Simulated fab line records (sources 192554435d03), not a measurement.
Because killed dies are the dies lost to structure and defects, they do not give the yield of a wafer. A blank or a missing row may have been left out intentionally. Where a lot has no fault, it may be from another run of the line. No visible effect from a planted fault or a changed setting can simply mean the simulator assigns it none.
Split-lot trial + flow n5-finfet + on a route of 1938 steps: 7 lots, 39 wafers read

## THE SPLIT ITSELF
At N5_HKMG_FIN_NWFM_ALD_20 (deposits TiAlC, target thk 2 nm, pulse time 3 s, purge time 2 s), the setting ald-cycles was moved away from the recipe's 7 on 18 of the 39 wafers read, by -42.9% to +57.1%. All remaining wafers had this setting at the recipe value.

Reading taken at the split's own step.

## THE READING
TiAlC_of_HKMG_FIN_NWFM_ALD_20.thk-nm (the simulator's own value, which no gauge read), in nm, at N5_HKMG_FIN_NWFM_ALD_20 (deposits TiAlC, target thk 2 nm, pulse time 3 s, purge time 2 s). No usual value for it is given in the file.

| wafer  | tool, chamber at the split | ald-cycles as run | against the recipe | TiAlC_of_HKMG_FIN_NWFM_ALD_20.thk-nm, nm | against lot-mates on the recipe |
|--------|----------------------------|-------------------|--------------------|------------------------------------------|---------------------------------|
| L076.3 | ald-metal-01, 1,2,1        | 7                 | recipe             | 2                                        | -                               |
| L076.5 | ald-metal-01, 1,2,1        | 7                 | recipe             | 2                                        | -                               |
| L076.6 | ald-metal-01, 1,2,1        | 7                 | recipe             | 2                                        | -                               |
| L077.1 | ald-metal-01, 2,1,1        | 11                | +57.1%             | 3.2                                      | +1.2                            |
| L077.3 | ald-metal-01, 2,1,1        | 11                | +57.1%             | 3.2                                      | +1.2                            |
| L077.6 | ald-metal-01, 2,1,1        | 11                | +57.1%             | 3.2                                      | +1.2                            |
| L077.2 | ald-metal-01, 0,3,2        | 7                 | recipe             | 2                                        | -                               |
| L077.4 | ald-metal-01, 0,3,2        | 7                 | recipe             | 2                                        | -                               |
| L077.5 | ald-metal-01, 0,3,2        | 7                 | recipe             | 2                                        | -                               |
| L083.1 | ald-metal-03, 2,3,0        | 10                | +42.9%             | 2.8                                      | +0.8                            |
| L083.4 | ald-metal-03, 2,3,0        | 10                | +42.9%             | 2.8                                      | +0.8                            |
| L083.5 | ald-metal-03, 2,3,0        | 10                | +42.9%             | 2.8                                      | +0.8                            |
| L083.2 | ald-metal-03, 0,1,3        | 7                 | recipe             | 2                                        | -                               |
| L083.3 | ald-metal-03, 0,1,3        | 7                 | recipe             | 2                                        | -                               |
| L083.6 | ald-metal-03, 0,1,3        | 7                 | recipe             | 2                                        | -                               |
| L088.1 | ald-metal-02, 1,3,3        | 4                 | -42.9%             | 1.2                                      | -0.8                            |
| L088.3 | ald-metal-02, 1,3,3        | 4                 | -42.9%             | 1.2                                      | -0.8                            |
| L088.6 | ald-metal-02, 1,3,3        | 4                 | -42.9%             | 1.2                                      | -0.8                            |
| L088.2 | ald-metal-02, 2,0,0        | 7                 | recipe             | 2                                        | -                               |
| L088.4 | ald-metal-02, 2,0,0        | 7                 | recipe             | 2                                        | -                               |
| L088.5 | ald-metal-02, 2,0,0        | 7                 | recipe             | 2                                        | -                               |
| L095.1 | ald-metal-03, 3,1,1        | 7                 | recipe             | 2                                        | -                               |
| L095.4 | ald-metal-03, 3,1,1        | 7                 | recipe             | 2                                        | -                               |
| L095.5 | ald-metal-03, 3,1,1        | 7                 | recipe             | 2                                        | -                               |
| L095.2 | ald-metal-03, 0,2,2        | 4                 | -42.9%             | 1.2                                      | -0.8                            |
| L095.3 | ald-metal-03, 0,2,2        | 4                 | -42.9%             | 1.2                                      | -0.8                            |
| L095.6 | ald-metal-03, 0,2,2        | 4                 | -42.9%             | 1.2                                      | -0.8                            |
| L096.1 | ald-metal-02, 2,2,3        | 7                 | recipe             | 2                                        | -                               |
| L096.5 | ald-metal-02, 2,2,3        | 7                 | recipe             | 2                                        | -                               |
| L096.6 | ald-metal-02, 2,2,3        | 7                 | recipe             | 2                                        | -                               |
| L096.2 | ald-metal-02, 0,1,3        | 11                | +57.1%             | 3.2                                      | +1.2                            |
| L096.3 | ald-metal-02, 0,1,3        | 11                | +57.1%             | 3.2                                      | +1.2                            |
| L096.4 | ald-metal-02, 0,1,3        | 11                | +57.1%             | 3.2                                      | +1.2                            |
| L097.1 | ald-metal-03, 0,3,1        | 7                 | recipe             | 2                                        | -                               |
| L097.2 | ald-metal-03, 0,3,1        | 7                 | recipe             | 2                                        | -                               |
| L097.5 | ald-metal-03, 0,3,1        | 7                 | recipe             | 2                                        | -                               |
| L097.3 | ald-metal-03, 1,0,3        | 9                 | +28.6%             | 2.6                                      | +0.6                            |
| L097.4 | ald-metal-03, 1,0,3        | 9                 | +28.6%             | 2.6                                      | +0.6                            |
| L097.6 | ald-metal-03, 1,0,3        | 9                 | +28.6%             | 2.6                                      | +0.6                            |
Where a row lists several chambers, the file gives one row for several wafers and doesn't say which wafer went through which chamber.

THE FIT
A straight line over all 39 wafers: TiAlC_of_HKMG_FIN_NWFM_ALD_20.thk-nm changes by +0.0199 nm for each +1% of ald-cycles; r = +1.00; the points scatter about the line by 0.034 nm.
The same after taking each lot's own level away (the mean of its wafers on the recipe; 39 wafers): +0.0199 nm for each +1%; r = +1.00; scatter 0.034 nm.
Per that fit: largest ald-cycles move, reading shift of 1.1 nm.
The lots' own levels span 2.00 to 2.00 nm.
So the lot-to-lot level changes the slope little: the two slopes agree.
Check: +1.15 nm against its lot-mates is what the line predicts for one of the wafers moved furthest among these (+57.1%) when that wafer is left out of the fit. Against them it came out at +1.2 nm.

## THE OTHER SPLITS THESE WAFERS WENT THROUGH
Before the reading, these wafers also passed through other splits. Each is held against what the fit with the lots' levels taken away leaves over:
| other split on the same wafers       | wafers away from the commonest value | r with TiAlC_of_HKMG_FIN_NWFM_ALD_20.thk-nm (lot level and that fit taken away) |
|--------------------------------------|--------------------------------------|---------------------------------------------------------------------------------|
| N5_ZERO_LAYER_ETCH_18 target-depth-a | 12                                   | -0.34                                                                           |
| N5_FIN_SAQP_ETCH_65 time-s           | 18                                   | +0.18                                                                           |
| N5_SDB_CUT_ETCH_26 target-depth-a    | 12                                   | -0.35                                                                           |

## FILE'S OWN FIT
TiAlC_of_HKMG_FIN_NWFM_ALD_20.thk-nm changes by +0.02 nm for each +1% of ald-cycles, r = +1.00.
